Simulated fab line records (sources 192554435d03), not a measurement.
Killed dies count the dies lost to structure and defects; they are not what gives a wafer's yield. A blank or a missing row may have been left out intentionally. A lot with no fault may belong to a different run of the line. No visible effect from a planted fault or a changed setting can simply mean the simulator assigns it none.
Which tool was responsible?    flow n5-finfet    Sampling: 12 lots, 36 wafers, 2 of 1938 route steps

== WHAT THE GAUGES SHOWED, per wafer ==
N5_BEOL_M8_THK_MEAS_53: measures by xrf.
lot   measured      on             M8_THK (nm)
L074  day 9 23:29   film-metro-02  76.7 79.6 80.3
L077  day 10 11:05  film-metro-01  78.6 79.8 78.9
L080  day 10 22:16  film-metro-02  80.6 84.7 81.6
L081  day 11 06:29  film-metro-02  77.8 76.9 81.2
L082  day 11 23:56  film-metro-02  80.0 80.7 78.7
L085  day 12 09:05  film-metro-02  76.9 77.2 73.5
L087  day 13 12:51  film-metro-01  79.4 78.3 80.5
L088  day 14 10:49  film-metro-01  77.8 75.8 81.3
L090  day 14 19:53  film-metro-02  76.1 81.1 79.8
L092  day 14 20:44  film-metro-01  77.6 79.1 78.2
L095  day 15 06:56  film-metro-01  75.0 77.2 79.4
L096  day 15 23:17  film-metro-01  75.1 81.5 77.7

== TOOL THAT RAN EACH LOT (tool first, then ch and the chambers of the sampled wafers, then the start) ==
lot   N5_BEOL_M8_ANNEAL_51
L074  rtp-anneal-01 ch 0, day 9 23:02
L077  rtp-anneal-02 ch 0, day 10 10:35
L080  rtp-anneal-02 ch 0, day 10 21:40
L081  rtp-anneal-02 ch 0, day 11 05:56
L082  rtp-anneal-01 ch 0, day 11 23:20
L085  rtp-anneal-01 ch 0, day 12 08:27
L087  rtp-anneal-01 ch 0, day 13 12:16
L088  rtp-anneal-02 ch 0, day 14 10:13
L090  rtp-anneal-01 ch 0, day 14 19:15
L092  rtp-anneal-02 ch 0, day 14 20:08
L095  rtp-anneal-02 ch 0, day 15 06:21
L096  rtp-anneal-02 ch 0, day 15 22:41
- N5_BEOL_M8_ANNEAL_51: time 90 s.

== THE ANSWER, worked out from the rows above alone ==
Rule: the lots themselves supply what counts as usual. The widest of any qualifying gaps counts: lots, ordered by their means at a reading, are off when they make up no more than a third of the lots, leave a main group of 4 or more, and stand apart from it by 3 or more times the standard deviation of that group's means. A main group is skipped when, at the precision printed for the reading in the tables above, its means are all equal. Also off: a lot with no number at a reading for which 4 or more lots have one. Any other lot the step has rows for is counted as sound.
None of the lots is off at any reading shown; this tells nothing.

== WHAT THE SIMULATOR HAD PUT IN ==
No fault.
